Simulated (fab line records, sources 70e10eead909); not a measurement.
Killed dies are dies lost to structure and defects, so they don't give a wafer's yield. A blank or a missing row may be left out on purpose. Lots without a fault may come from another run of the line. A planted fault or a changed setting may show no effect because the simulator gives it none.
fab line records | flow nand_harc
record lots=23 wafers=69 last_day=33
route steps=1302 shown A_CONTACT@1039 A_BLC@1121 A_M0@1149
lots that met no fault: from a run of the same line without faults
start_h: hours from the record's first day to the start of the lot's first wafer shown | wait_h: hours since the lot's step before | " the same as in the row above | L1.1+2: a row that stands for several wafers | - no value, or no start given | * or withheld: withheld | < > ~ a bound
route shown NAME@n: a module of which the file shows steps, and the number in the route of the first | usual: mean/standard deviation of fault-free wafers | same: alike in all rows | chamber/n: place in a boat | sites: the reading at each site | _std_site: their standard deviation | _edge_site: outer sites' mean less inner sites' | radius_mm: how far each site lies from the wafer's centre | mask NAME#n: copy n | behind: the tool/chamber that last shaped the wafer | hold: why the lot was held/for how many hours/how that ended | device: the transistor (n, p or np) that didn't switch | end of line: the same wafers' tests at the end of the route | a step without rows: its recipe alone | killed: dies lost to structure and defects at the first sort, not the wafer's yield | map: a wafer's dies, x killed, . not, _ none there
set.NAME: the setting as run; set.NAME@STEP: as run at that earlier step | model.NAME: the simulator's own value behind a step, which no gauge read
steps of the route over a sample of lots; a table a step, a row a wafer
services: from which hour (start_h, from the record's first day; less than 0 if before it) a tool's chamber was out of use, for how many hours, and why
## steps
# step NHARC_A_CONTACT_CD_MEAS_69
# recipe target_cd_nm=300 landing_energy_ev=500
# usual cd_nm=300.1/0.71
# columns lot.wafer tool chamber start_h wait_h cd_nm
L075.1 cd_sem-01 0 514.50 - 299.1
L075.2 " 0 " " 299.8
L075.5 " 0 " " 299.9
L074.1 cd_sem-02 0 516.09 - 299.0
L074.4 " 0 " " 299.8
L074.6 " 0 " " 299.8
L076.1 cd_sem-02 0 533.98 - 299.1
L076.2 " 0 " " 300.1
L076.3 " 0 " " 300.3
L078.2 cd_sem-03 0 548.43 - 299.7
L078.5 " 0 " " 300.3
L078.6 " 0 " " 299.5
L077.1 cd_sem-01 0 551.60 - 299.7
L077.2 " 0 " " 300.5
L077.5 " 0 " " 300.5
L079.1 cd_sem-02 0 561.95 - 299.2
L079.5 " 0 " " 299.5
L079.6 " 0 " " 298.4
L081.2 cd_sem-01 0 565.44 - 300.1
L081.3 " 0 " " 300.7
L081.6 " 0 " " 300.4
L080.3 cd_sem-01 0 566.80 - 300.5
L080.4 " 0 " " 300.8
L080.6 " 0 " " 300.1
L082.1 cd_sem-03 0 575.55 - 301.4
L082.2 " 0 " " 300.7
L082.6 " 0 " " 300.3
L083.1 cd_sem-01 0 591.70 - 299.0
L083.2 " 0 " " 300.2
L083.6 " 0 " " 299.3
L084.3 cd_sem-01 0 604.44 - 299.8
L084.4 " 0 " " 300.7
L084.5 " 0 " " 300.7
L085.2 cd_sem-01 0 618.99 - 301.7
L085.4 " 0 " " 299.5
L085.6 " 0 " " 300.7
L086.3 cd_sem-02 0 623.28 - 299.2
L086.4 " 0 " " 300.1
L086.6 " 0 " " 300.5
L088.1 cd_sem-03 0 638.67 - 300.0
L088.3 " 0 " " 299.6
L088.4 " 0 " " 299.7
L087.1 cd_sem-02 0 640.70 - 300.6
L087.3 " 0 " " 299.4
L087.4 " 0 " " 300.6
L089.1 cd_sem-03 0 646.25 - 299.6
L089.3 " 0 " " 299.9
L089.4 " 0 " " 300.5
L091.3 cd_sem-01 0 655.28 - 299.9
L091.5 " 0 " " 298.6
L091.6 " 0 " " 299.5
L090.1 cd_sem-02 0 656.95 - 300.9
L090.3 " 0 " " 301.0
L090.4 " 0 " " 300.3
L093.1 cd_sem-02 0 690.70 - 302.3
L093.4 " 0 " " 301.9
L093.6 " 0 " " 300.3
L092.1 cd_sem-01 0 698.80 - 300.0
L092.2 " 0 " " 299.7
L092.5 " 0 " " 300.3
L094.1 cd_sem-03 0 704.20 - 299.2
L094.2 " 0 " " 299.1
L094.5 " 0 " " 299.7
L097.1 cd_sem-03 0 719.24 - 299.7
L097.3 " 0 " " 300.1
L097.6 " 0 " " 299.0
L095.1 cd_sem-03 0 719.54 - 300.2
L095.4 " 0 " " 299.4
L095.5 " 0 " " 300.5
# step NHARC_A_CONTACT_DESCUM_74
# recipe time_s=3 o2_flow_sccm=200 ar_flow_sccm=0 bias_power_w=0 chemistry=O2
# usual drypump_motor_current_A=5.8/0.41 oes_product_au=0.994/0.012 rf_vpp_V=57.7/0.95 showerhead_plenum_p_Torr=1.89/0.1 throttle_valve_pct=11.311/0.0087
# columns lot.wafer tool chamber start_h wait_h drypump_motor_current_A oes_product_au rf_hours_counter_h rf_vpp_V showerhead_plenum_p_Torr throttle_valve_pct
L075.2 rie_diel-02 0 514.70 0.1 6.0 0.998 15 57.4 2.03 11.296
L075.1 " 2 " " 5.8 1.001 15 57.8 1.78 11.324
L075.5 " 2 " " 5.8 1.004 - 57.7 1.78 11.303
L074.1 rie_diel-01 1 516.28 0.1 6.4 0.965 46 58.5 1.96 11.311
L074.4 " 0 " " 5.0 0.985 41 58.2 1.88 11.311
L074.6 " 1 " " 6.4 0.975 - 58.6 1.96 11.307
L076.2 rie_diel-02 2 534.16 0.1 5.8 0.994 19 57.5 1.78 11.299
L076.3 " 0 " " 6.0 0.985 19 59.0 2.03 11.325
L076.1 " 1 " " 5.7 0.990 14 56.2 1.79 11.307
L078.2 rie_diel-02 0 548.62 0.1 6.0 0.996 23 58.7 2.03 11.300
L078.5 " 1 " " 5.7 1.004 - 57.8 1.79 11.314
L078.6 " 2 " " 5.8 1.022 - 56.9 1.77 11.320
L077.2 rie_diel-06 0 551.78 0.1 5.7 0.998 21 58.9 1.96 11.308
L077.1 " 3 " " 6.0 1.023 19 56.5 1.95 11.303
L077.5 " 0 " " 5.7 0.998 - 57.6 1.96 11.310
L079.1 rie_diel-02 1 562.17 0.1 5.7 1.003 21 56.8 1.79 11.303
L079.5 " 0 " " 6.0 0.980 - 57.4 2.03 11.311
L079.6 " 1 " " 5.7 1.005 - 57.4 1.79 11.310
L081.3 rie_diel-06 0 565.62 0.1 5.8 1.003 25 58.9 1.96 11.325
L081.2 " 2 " " 5.2 1.000 23 59.8 2.05 11.329
L081.6 " 1 " " 6.8 0.995 - 58.4 2.03 11.314
L080.4 rie_diel-02 3 566.98 0.1 5.9 0.987 25 56.4 1.79 11.322
L080.3 " 2 " " 5.8 1.011 28 57.7 1.77 11.300
L080.6 " 0 " " 6.0 0.983 - 56.6 2.02 11.289
L082.1 rie_diel-01 1 575.73 0.1 6.4 0.971 6 57.4 1.95 11.316
L082.2 " 3 " " 5.2 0.993 5 55.7 1.79 11.319
L082.6 " 1 " " 6.4 0.975 - 57.4 1.95 11.301
L083.1 rie_diel-02 1 591.89 0.1 5.7 0.991 2 56.2 1.79 11.307
L083.2 " 2 " " 5.8 1.003 2 57.0 1.77 11.301
L083.6 " 2 " " 5.8 1.008 - 56.5 1.77 11.320
L084.3 rie_diel-01 0 604.64 0.1 5.1 0.991 16 57.2 1.87 11.303
L084.4 " 1 " " 6.4 0.982 15 58.1 1.95 11.320
L084.5 " 3 " " 5.2 0.981 - 56.6 1.79 11.320
L085.2 rie_diel-06 0 619.17 0.1 5.8 0.997 40 58.8 1.95 11.309
L085.4 " 3 " " 6.0 1.019 41 56.7 1.94 11.317
L085.6 " 1 " " 6.8 0.989 - 59.1 2.03 11.313
L086.3 rie_diel-06 3 623.47 0.1 6.0 1.020 43 57.4 1.94 11.317
L086.4 " 1 " " 6.8 0.987 41 56.7 2.03 11.325
L086.6 " 3 " " 6.0 1.016 - 57.4 1.94 11.304
L088.4 rie_diel-02 3 638.87 0.1 5.9 0.991 7 57.8 1.79 11.302
L088.3 " 0 " " 6.0 1.006 8 59.4 2.02 11.313
L088.1 " 1 " " 5.7 1.001 9 56.2 1.78 11.316
L087.3 rie_diel-02 3 640.89 0.1 5.9 0.975 7 57.1 1.79 11.303
L087.4 " 0 " " 6.0 0.998 9 59.8 2.02 11.313
L087.1 " 1 " " 5.7 0.993 10 57.2 1.78 11.307
L089.3 rie_diel-06 3 646.44 0.1 6.0 1.006 55 56.9 1.94 11.314
L089.4 " 0 " " 5.8 0.980 50 58.2 1.95 11.326
L089.1 " 2 " " 5.3 0.980 55 56.3 2.04 11.313
L091.3 rie_diel-02 2 655.46 0.1 5.8 0.997 14 57.6 1.77 11.308
L091.5 " 2 " " 5.8 1.002 - 57.0 1.77 11.292
L091.6 " 3 " " 5.8 0.983 - 58.2 1.79 11.324
L090.1 rie_diel-01 3 657.14 0.1 5.2 0.997 34 56.2 1.78 11.318
L090.4 " 0 " " 5.0 0.994 35 58.7 1.86 11.307
L090.3 " 1 " " 6.4 0.983 33 59.4 1.94 11.323
L093.1 rie_diel-06 3 690.89 0.1 6.0 0.996 6 56.3 1.93 11.311
L093.4 " 0 " " 5.8 1.000 8 57.4 1.95 11.325
L093.6 " 2 " " 5.2 0.971 - 59.4 2.04 11.300
L092.2 rie_diel-02 3 698.99 0.1 5.9 0.970 17 56.4 1.79 11.328
L092.1 " 2 " " 5.8 1.007 20 58.7 1.77 11.307
L092.5 " 3 " " 5.9 0.970 - 58.6 1.79 11.306
L094.1 rie_diel-01 0 704.38 0.1 5.0 0.985 48 58.4 1.86 11.335
L094.2 " 3 " " 5.2 0.992 47 59.2 1.78 11.309
L094.5 " 1 " " 6.4 0.981 - 58.7 1.94 11.313
L097.3 rie_diel-02 0 719.43 0.1 6.0 0.988 24 58.8 2.02 11.306
L097.1 " 1 " " 5.7 1.004 26 56.5 1.78 11.312
L097.6 " 1 " " 5.7 0.996 - 57.2 1.78 11.310
L095.1 rie_diel-01 1 719.82 0.2 6.4 0.988 58 58.8 1.93 11.314
L095.4 " 2 " " 5.7 0.994 48 57.1 1.80 11.315
L095.5 " 0 " " 5.1 0.997 - 57.8 1.85 11.303
# step NHARC_A_CONTACT_ETCH_77
# recipe target_depth_a=1089 time_s=54.5 cf4_flow_sccm=100 chf3_flow_sccm=30 ar_flow_sccm=0 rf_w=500 bias_w=200 chemistry=CF4/CHF3
# usual chf3_flow_sccm=30.00/0.09 drypump_motor_current_A=5.8/0.43 oes_product_au=0.935/0.025 rf_vpp_V=369.9/2.8 showerhead_plenum_p_Torr=1.55/0.082 throttle_valve_pct=16.801/0.0082
# columns lot.wafer tool chamber start_h wait_h chf3_flow_sccm drypump_motor_current_A oes_product_au rf_hours_counter_h rf_vpp_V showerhead_plenum_p_Torr throttle_valve_pct
L075.1 rie_diel-02 2 - - 29.94 5.8 0.968 15 368.3 1.47 16.798
L075.2 " 3 " " 29.92 5.9 0.963 16 367.2 1.48 16.791
L075.5 " 3 " " 30.09 5.9 0.963 - 367.9 1.48 16.791
L074.4 rie_diel-01 0 - - 30.11 5.0 0.908 41 370.4 1.55 16.817
L074.1 " 3 " " 30.10 5.2 0.944 38 367.3 1.48 16.796
L074.6 " 0 " " 29.98 5.1 0.917 - 369.5 1.55 16.796
L076.3 rie_diel-02 0 - - 29.92 6.0 0.950 19 373.5 1.66 16.805
L076.1 " 1 " " 29.96 5.7 0.960 14 367.5 1.48 16.796
L076.2 " 2 " " 29.93 5.8 0.969 19 366.9 1.47 16.802
L078.2 rie_diel-02 1 - - 29.85 5.7 0.966 18 368.3 1.48 16.806
L078.5 " 3 " " 30.09 5.8 0.995 - 367.6 1.48 16.799
L078.6 " 0 " " 29.80 6.0 0.946 - 375.7 1.66 16.797
L077.2 rie_diel-06 1 - - 30.04 6.8 0.904 21 373.5 1.67 16.808
L077.1 " 2 " " 29.93 5.2 0.918 20 373.8 1.68 16.796
L077.5 " 0 " " 29.84 5.8 0.925 - 371.6 1.61 16.812
L079.1 rie_diel-02 2 - - 29.91 5.8 0.933 27 368.1 1.46 16.813
L079.6 " 3 " " 29.95 5.9 0.905 - 366.7 1.48 16.809
L079.5 " 0 " " 30.00 6.0 0.912 - 373.1 1.66 16.788
L081.2 rie_diel-06 0 - - 30.00 5.7 0.953 25 372.0 1.61 16.800
L081.3 " 1 " " 30.05 6.7 0.971 25 373.0 1.67 16.784
L081.6 " 3 " " 29.84 6.0 1.003 - 372.2 1.60 16.817
L080.4 rie_diel-02 2 - - 29.96 5.8 0.985 28 367.2 1.46 16.800
L080.3 " 3 " " 29.95 5.9 0.949 25 367.5 1.48 16.807
L080.6 " 1 " " 29.88 5.7 0.977 - 366.9 1.48 16.795
L082.2 rie_diel-01 1 - - 30.00 6.4 0.927 7 371.0 1.60 16.815
L082.1 " 0 " " 30.03 5.0 0.968 7 369.3 1.54 16.805
L082.6 " 1 " " 30.01 6.4 0.938 - 370.8 1.60 16.794
L083.1 rie_diel-02 1 - - 30.09 5.7 0.938 2 367.6 1.48 16.792
L083.2 " 3 " " 30.04 5.9 0.961 2 366.9 1.48 16.793
L083.6 " 2 " " 30.17 5.8 0.968 - 366.6 1.46 16.788
L084.3 rie_diel-01 2 - - 30.09 5.7 0.974 8 367.3 1.50 16.804
L084.4 " 3 " " 29.98 5.2 0.955 16 367.4 1.48 16.808
L084.5 " 0 " " 30.02 5.0 0.982 - 369.6 1.54 16.805
L085.4 rie_diel-06 1 - - 29.92 6.8 0.914 40 374.5 1.66 16.806
L085.2 " 2 " " 30.16 5.2 0.912 41 374.6 1.68 16.807
L085.6 " 2 " " 30.07 5.3 0.909 - 373.4 1.68 16.804
L086.4 rie_diel-06 0 - - 29.93 5.8 0.907 42 372.8 1.60 16.816
L086.3 " 2 " " 30.01 5.2 0.908 43 373.8 1.68 16.803
L086.6 " 0 " " 29.86 5.7 0.908 - 373.1 1.60 16.802
L088.3 rie_diel-02 3 - - 30.12 5.9 0.902 7 368.2 1.48 16.800
L088.1 " 0 " " 30.17 6.0 0.914 9 371.9 1.66 16.787
L088.4 " 2 " " 30.18 5.7 0.929 9 366.2 1.46 16.805
L087.1 rie_diel-02 1 - - 29.99 5.7 0.920 10 366.7 1.47 16.784
L087.3 " 3 " " 29.86 5.9 0.912 7 366.5 1.48 16.805
L087.4 " 0 " " 30.00 6.0 0.925 9 373.0 1.66 16.815
L089.4 rie_diel-06 3 - - 29.92 6.0 0.932 55 371.4 1.59 16.797
L089.3 " 0 " " 30.05 5.8 0.911 50 371.6 1.60 16.806
L089.1 " 1 " " 29.89 6.8 0.909 50 372.7 1.66 16.793
L091.3 rie_diel-02 0 - - 29.96 6.0 0.926 14 373.8 1.66 16.799
L091.6 " 0 " " 29.96 6.0 0.921 - 371.7 1.66 16.811
L091.5 " 1 " " 30.12 5.7 0.927 - 365.4 1.47 16.808
L090.1 rie_diel-01 0 - - 29.99 5.0 0.931 35 368.4 1.53 16.796
L090.4 " 1 " " 29.98 6.4 0.910 33 372.4 1.59 16.805
L090.3 " 3 " " 30.13 5.2 0.921 34 367.1 1.47 16.804
L093.1 rie_diel-06 2 - - 30.09 5.3 0.894 7 373.8 1.67 16.795
L093.4 " 3 " " 30.14 6.0 0.917 6 373.4 1.59 16.788
L093.6 " 1 " " 29.94 6.7 0.919 - 372.2 1.66 16.798
L092.2 rie_diel-02 2 - - 30.02 5.8 0.951 21 366.8 1.46 16.799
L092.1 " 3 " " 30.14 5.9 0.933 18 367.1 1.47 16.799
L092.5 " 1 " " 29.87 5.7 0.954 - 367.1 1.47 16.805
L094.2 rie_diel-01 1 - - 29.88 6.4 0.918 48 372.3 1.59 16.802
L094.1 " 0 " " 29.90 5.0 0.935 48 369.0 1.53 16.800
L094.5 " 2 " " 29.86 5.7 0.920 - 367.5 1.49 16.797
L097.1 rie_diel-02 1 - - 30.17 5.7 0.935 26 367.8 1.47 16.788
L097.3 " 3 " " 30.01 5.8 0.909 23 365.4 1.47 16.811
L097.6 " 1 " " 30.04 5.7 0.934 - 365.7 1.47 16.802
L095.1 rie_diel-01 1 - - 30.07 6.4 0.916 58 372.4 1.59 16.812
L095.4 " 2 " " 29.97 5.7 0.918 48 367.2 1.49 16.804
L095.5 " 0 " " 30.02 5.0 0.936 - 369.8 1.53 16.786
# step NHARC_A_CONTACT_ETCH_98
# recipe target_depth_a=200 over_etch_frac=0.5 time_s=10 ion_energy_ev=250 c4f6_flow_sccm=25 o2_flow_sccm=20 ar_flow_sccm=500 rf_w=600 bias_w=500 chemistry=C4F6/O2
# usual drypump_motor_current_A=5.9/0.4 oes_product_au=0.955/0.022 rf_vpp_V=546/4.3 showerhead_plenum_p_Torr=3.90/0.21 throttle_valve_pct=26.903/0.0089
# columns lot.wafer tool chamber start_h wait_h drypump_motor_current_A oes_product_au rf_hours_counter_h rf_vpp_V showerhead_plenum_p_Torr throttle_valve_pct
L075.1 rie_diel-06 1 - - 6.8 0.959 9 551 4.15 26.910
L075.2 " 2 " " 5.2 0.964 11 553 4.19 26.906
L075.5 " 2 " " 5.3 0.963 - 552 4.19 26.908
L074.4 rie_diel-06 0 - - 5.8 0.948 12 549 4.01 26.896
L074.1 " 1 " " 6.8 0.927 9 551 4.15 26.886
L074.6 " 3 " " 6.0 0.958 - 548 3.99 26.898
L076.3 rie_diel-02 2 546.32 0.1 5.8 0.959 22 541 3.66 26.905
L076.2 " 0 " " 6.0 0.933 23 552 4.13 26.907
L076.1 " 1 " " 5.7 0.950 17 543 3.69 26.893
L078.2 rie_diel-02 1 - - 5.7 0.984 21 541 3.69 26.878
L078.5 " 1 " " 5.7 0.974 - 543 3.69 26.903
L078.6 " 2 " " 5.8 0.967 - 541 3.66 26.915
L077.1 rie_diel-06 2 - - 5.3 0.955 25 552 4.18 26.906
L077.2 " 3 " " 6.0 0.961 24 549 3.99 26.910
L077.5 " 2 " " 5.3 0.949 - 553 4.18 26.901
L079.1 rie_diel-06 3 - - 6.0 0.952 28 548 3.98 26.908
L079.6 " 0 " " 5.8 0.953 - 548 4.00 26.906
L079.5 " 1 " " 6.8 0.942 - 552 4.14 26.906
L081.3 rie_diel-06 1 - - 6.8 0.948 29 552 4.14 26.911
L081.2 " 3 " " 6.0 0.968 29 548 3.98 26.905
L081.6 " 1 " " 6.8 0.952 - 551 4.14 26.908
L080.4 rie_diel-02 0 - - 6.0 1.003 0 551 4.13 26.909
L080.3 " 3 " " 5.9 0.991 0 542 3.70 26.913
L080.6 " 0 " " 6.0 0.994 - 551 4.13 26.913
L082.1 rie_diel-02 2 - - 5.8 0.962 2 541 3.66 26.897
L082.2 " 3 " " 5.9 0.937 2 542 3.69 26.902
L082.6 " 3 " " 5.9 0.942 - 543 3.69 26.920
L083.2 rie_diel-02 3 - - 5.9 0.939 4 543 3.69 26.895
L083.1 " 1 " " 5.7 0.927 4 543 3.68 26.899
L083.6 " 2 " " 5.8 0.966 - 542 3.66 26.899
L084.3 rie_diel-06 3 - - 6.1 0.939 41 547 3.98 26.891
L084.4 " 1 " " 6.8 0.948 39 551 4.13 26.909
L084.5 " 2 " " 5.2 0.933 - 553 4.17 26.913
L085.4 rie_diel-06 0 - - 5.8 0.936 46 549 3.99 26.901
L085.2 " 1 " " 6.8 0.941 46 551 4.13 26.885
L085.6 " 0 " " 5.8 0.936 - 547 3.99 26.904
L086.3 rie_diel-01 1 - - 6.5 0.994 27 547 3.98 26.910
L086.4 " 2 " " 5.7 1.007 17 542 3.74 26.893
L086.6 " 0 " " 5.0 1.000 - 545 3.83 26.904
L088.4 rie_diel-06 3 - - 6.0 0.982 59 548 3.97 26.896
L088.1 " 0 " " 5.8 0.963 54 547 3.99 26.910
L088.3 " 2 " " 5.3 0.947 59 552 4.16 26.915
L087.1 rie_diel-02 0 - - 6.0 0.948 14 551 4.12 26.914
L087.3 " 1 " " 5.7 0.942 14 541 3.68 26.902
L087.4 " 2 " " 5.8 0.942 14 540 3.65 26.908
L089.1 rie_diel-06 0 - - 5.8 0.943 55 548 3.99 26.914
L089.3 " 2 " " 5.3 0.935 61 552 4.16 26.917
L089.4 " 3 " " 6.1 0.951 61 548 3.97 26.901
L091.3 rie_diel-02 3 - - 5.9 0.919 15 542 3.69 26.903
L091.6 " 0 " " 6.0 0.931 - 551 4.12 26.900
L091.5 " 1 " " 5.7 0.946 - 542 3.68 26.909
L090.3 rie_diel-02 2 - - 5.8 0.949 17 541 3.65 26.897
L090.4 " 3 " " 5.9 0.933 15 541 3.69 26.895
L090.1 " 1 " " 5.7 0.943 17 542 3.68 26.891
L093.4 rie_diel-02 2 - - 5.8 0.952 21 542 3.65 26.892
L093.1 " 0 " " 6.0 0.954 20 549 4.12 26.894
L093.6 " 2 " " 5.8 0.950 - 541 3.65 26.909
L092.1 rie_diel-06 3 - - 6.0 1.011 13 548 3.96 26.910
L092.2 " 0 " " 5.8 1.004 15 549 3.98 26.907
L092.5 " 3 " " 6.0 1.014 - 548 3.96 26.896
L094.2 rie_diel-02 0 - - 6.0 0.931 24 550 4.11 26.918
L094.1 " 1 " " 5.7 0.942 26 541 3.67 26.898
L094.5 " 3 " " 5.9 0.934 - 541 3.68 26.914
L097.1 rie_diel-02 2 - - 5.8 0.955 29 542 3.64 26.880
L097.3 " 1 " " 5.7 0.966 28 542 3.67 26.898
L097.6 " 2 " " 5.8 0.963 - 541 3.64 26.903
L095.1 rie_diel-02 2 - - 5.8 0.950 29 541 3.64 26.904
L095.4 " 3 " " 5.9 0.917 25 541 3.68 26.903
L095.5 " 3 " " 5.9 0.912 - 542 3.68 26.903
# step NHARC_A_BLC_ETCH_16
# recipe target_depth_a=390 over_etch_frac=0.3 time_s=65 ion_energy_ev=80 cf4_flow_sccm=150 ar_flow_sccm=0 rf_w=300 bias_w=100 chemistry=CF4
# usual drypump_motor_current_A=5.8/0.32 oes_product_au=1.003/0.015 rf_vpp_V=151.6/1.1 showerhead_plenum_p_Torr=1.79/0.07 throttle_valve_pct=13.284/0.0091
# columns lot.wafer tool chamber start_h wait_h drypump_motor_current_A oes_product_au rf_hours_counter_h rf_vpp_V showerhead_plenum_p_Torr throttle_valve_pct
L075.1 rie_diel-03 2 529.24 0.1 6.5 0.982 6 151.8 1.77 13.275
L075.2 " 3 " " 5.4 1.005 4 152.1 1.82 13.267
L075.5 " 1 " " 5.9 0.983 - 152.2 1.72 13.283
L074.4 rie_diel-10 2 532.15 0.1 6.0 1.013 5 151.4 1.74 13.292
L074.1 " 3 " " 5.7 1.020 5 152.6 1.85 13.279
L074.6 " 1 " " 5.4 1.009 - 151.0 1.87 13.299
L076.1 rie_diel-10 1 549.75 0.1 5.4 1.010 7 152.5 1.87 13.284
L076.2 " 3 " " 5.8 1.028 7 153.6 1.85 13.269
L076.3 " 0 " " 6.2 1.008 7 151.5 1.71 13.274
L078.2 rie_diel-10 0 566.65 0.1 6.2 1.016 9 151.3 1.71 13.278
L078.5 " 3 " " 5.8 1.013 - 152.2 1.85 13.272
L078.6 " 1 " " 5.4 1.005 - 152.8 1.87 13.285
L077.1 rie_diel-04 3 574.78 0.1 6.2 1.023 11 151.7 1.91 13.281
L077.2 " 0 " " 5.7 1.004 9 151.1 1.72 13.294
L077.5 " 1 " " 5.7 0.987 - 149.3 1.65 13.276
L079.1 rie_diel-10 2 579.00 0.1 5.9 1.008 7 151.5 1.74 13.270
L079.6 " 2 " " 5.9 1.003 - 150.1 1.74 13.281
L079.5 " 3 " " 5.8 1.027 - 151.1 1.85 13.289
L081.2 rie_diel-10 0 581.08 0.1 6.1 1.011 11 150.6 1.71 13.286
L081.3 " 3 " " 5.8 1.011 10 152.7 1.85 13.289
L081.6 " 0 " " 6.2 1.002 - 152.8 1.71 13.294
L080.4 rie_diel-10 0 584.41 0.1 6.1 1.007 11 150.8 1.71 13.287
L080.3 " 3 " " 5.8 1.030 11 152.3 1.85 13.287
L080.6 " 0 " " 6.1 1.018 - 150.4 1.71 13.256
L082.1 rie_diel-10 1 590.56 0.1 5.4 1.010 12 152.1 1.87 13.281
L082.2 " 2 " " 5.9 0.997 8 151.6 1.74 13.289
L082.6 " 2 " " 5.9 0.992 - 151.8 1.74 13.288
L083.2 rie_diel-10 3 606.20 0.1 5.8 1.020 0 152.4 1.85 13.279
L083.1 " 0 " " 6.2 1.004 0 151.1 1.71 13.284
L083.6 " 2 " " 5.9 1.024 - 151.6 1.74 13.299
L084.3 rie_diel-10 2 620.81 0.1 5.9 1.016 1 151.6 1.74 13.281
L084.4 " 3 " " 5.8 1.015 1 151.8 1.85 13.282
L084.5 " 2 " " 5.9 1.020 - 150.2 1.74 13.281
L085.2 rie_diel-10 2 636.77 0.1 6.0 1.021 2 150.8 1.74 13.284
L085.4 " 2 " " 6.0 1.016 - 152.0 1.74 13.289
L085.6 " 1 " " 5.4 0.991 - 150.9 1.87 13.294
L086.4 rie_diel-10 1 638.59 0.2 5.4 0.976 - 152.8 1.87 13.290
L086.3 " 2 " " 5.9 1.018 - 151.0 1.74 13.282
L086.6 " 1 " " 5.4 0.983 - 153.0 1.87 13.274
L088.3 rie_diel-10 0 656.95 0.1 6.1 0.983 3 149.4 1.71 13.283
L088.1 " 1 " " 5.4 0.983 5 152.3 1.87 13.268
L088.4 " 2 " " 5.9 1.020 4 151.9 1.74 13.303
L087.3 rie_diel-04 3 658.69 0.1 6.2 0.992 33 151.3 1.90 13.293
L087.1 " 0 " " 5.7 0.992 36 151.5 1.71 13.302
L087.4 " 2 " " 5.9 0.978 33 152.2 1.88 13.282
L089.4 rie_diel-03 1 664.16 0.1 5.9 0.991 2 150.9 1.72 13.302
L089.3 " 2 " " 6.6 0.995 2 151.3 1.77 13.282
L089.1 " 0 " " 5.7 0.998 3 150.2 1.81 13.299
L091.3 rie_diel-10 3 669.69 0.1 5.8 1.016 4 151.3 1.85 13.287
L091.5 " 0 " " 6.2 0.994 - 151.0 1.71 13.273
L091.6 " 1 " " 5.4 0.989 - 153.2 1.87 13.274
L090.3 rie_diel-03 1 671.34 0.1 5.9 0.997 3 150.8 1.72 13.287
L090.4 " 2 " " 6.6 0.993 3 150.9 1.77 13.292
L090.1 " 3 " " 5.4 0.993 4 151.5 1.82 13.285
L093.4 rie_diel-03 3 705.14 0.1 5.4 1.017 6 153.1 1.82 13.272
L093.1 " 0 " " 5.7 1.001 6 152.1 1.81 13.297
L093.6 " 3 " " 5.4 1.015 - 151.7 1.82 13.277
L092.2 rie_diel-10 3 714.18 0.1 5.8 1.029 8 152.2 1.85 13.296
L092.1 " 0 " " 6.2 0.992 7 151.3 1.70 13.288
L092.5 " 2 " " 5.9 1.013 - 151.2 1.74 13.291
L094.1 rie_diel-03 2 721.76 0.1 6.6 0.983 7 149.4 1.76 13.289
L094.2 " 0 " " 5.7 0.992 8 149.7 1.81 13.290
L094.5 " 3 " " 5.4 0.990 - 152.3 1.82 13.291
L097.1 rie_diel-10 0 734.08 0.1 6.2 0.995 8 150.0 1.70 13.287
L097.3 " 2 " " 5.9 1.019 10 150.7 1.74 13.287
L097.6 " 1 " " 5.4 0.989 - 153.1 1.87 13.266
L095.4 rie_diel-10 2 735.14 0.1 5.9 1.020 11 150.2 1.74 13.297
L095.1 " 1 " " 5.4 0.992 11 153.2 1.87 13.298
L095.5 " 2 " " 5.9 1.022 - 151.9 1.74 13.290
# step NHARC_A_M0_INSPECT_11
# usual raw_defect_count=79/38
# columns lot.wafer tool chamber start_h wait_h raw_defect_count
L075.1 defect_inspect-02 - 533.12 0.0 79
L075.2 " - " " 64
L075.5 " - " " 76
L074.1 defect_inspect-01 - 536.06 0.0 62
L074.4 " - " " 59
L074.6 " - " " 58
L076.1 defect_inspect-02 - 553.76 0.0 30
L076.2 " - " " 23
L076.3 " - " " 23
L078.2 defect_inspect-01 - 570.70 0.0 26
L078.5 " - " " 37
L078.6 " - " " 28
L077.1 defect_inspect-01 - 579.16 0.0 176
L077.2 " - " " 140
L077.5 " - " " 135
L079.1 defect_inspect-02 - 583.37 0.0 33
L079.5 " - " " 33
L079.6 " - " " 26
L081.2 defect_inspect-02 - 585.45 0.0 73
L081.3 " - " " 66
L081.6 " - " " 49
L080.3 defect_inspect-02 - 588.44 0.0 109
L080.4 " - " " 112
L080.6 " - " " 121
L082.1 defect_inspect-02 - 594.77 0.0 118
L082.2 " - " " 136
L082.6 " - " " 133
L083.1 defect_inspect-01 - 609.99 0.0 40
L083.2 " - " " 38
L083.6 " - " " 45
L084.3 defect_inspect-02 - 624.76 0.0 79
L084.4 " - " " 87
L084.5 " - " " 64
L085.2 defect_inspect-02 - 641.36 0.0 42
L085.4 " - " " 43
L085.6 " - " " 45
L086.3 defect_inspect-01 - 642.79 0.0 107
L086.4 " - " " 93
L086.6 " - " " 89
L088.1 defect_inspect-02 - 660.88 0.0 139
L088.3 " - " " 152
L088.4 " - " " 162
L087.1 defect_inspect-01 - 662.62 0.0 72
L087.3 " - " " 56
L087.4 " - " " 53
L089.1 defect_inspect-01 - 668.05 0.0 96
L089.3 " - " " 90
L089.4 " - " " 108
L091.3 defect_inspect-01 - 673.61 0.0 109
L091.5 " - " " 133
L091.6 " - " " 114
L090.1 defect_inspect-02 - 675.22 0.0 60
L090.3 " - " " 61
L090.4 " - " " 70
L093.1 defect_inspect-02 - 709.11 0.0 70
L093.4 " - " " 69
L093.6 " - " " 79
L092.1 defect_inspect-01 - 718.51 0.0 121
L092.2 " - " " 136
L092.5 " - " " 118
L094.1 defect_inspect-02 - 725.82 0.0 99
L094.2 " - " " 95
L094.5 " - " " 87
L097.1 defect_inspect-01 - 737.97 0.0 117
L097.3 " - " " 102
L097.6 " - " " 95
L095.1 defect_inspect-01 - 739.22 0.0 40
L095.4 " - " " 24
L095.5 " - " " 26
## services
# columns tool chamber start_h hours kind
rie_diel-04 2 498.99 9.0 repair
rie_diel-02 0 501.27 - clean
rie_diel-02 1 501.27 - clean
rie_diel-02 2 501.27 - clean
rie_diel-03 2 514.48 2.3 repair
rie_diel-03 3 520.04 8.9 repair
rie_diel-02 3 533.19 15.8 repair
rie_diel-04 - 533.69 9.0 pm
rie_diel-10 2 546.09 24.0 repair
rie_diel-01 - 558.16 9.0 pm
rie_diel-02 - 571.27 9.0 pm
rie_diel-10 - 596.50 9.0 pm
rie_diel-04 2 602.32 5.3 repair
rie_diel-06 0 608.46 4.5 repair
rie_diel-02 3 610.42 14.1 repair
rie_diel-10 3 632.25 6.7 repair
rie_diel-10 0 635.37 3.6 repair
rie_diel-03 - 635.42 9.0 pm
rie_diel-01 1 638.37 6.7 repair
rie_diel-06 - 661.47 9.0 pm
rie_diel-04 2 662.42 1.4 repair
rie_diel-10 0 704.27 7.6 repair
rie_diel-04 - 710.69 9.0 pm
rie_diel-03 1 721.28 10.5 repair
## key
fault none
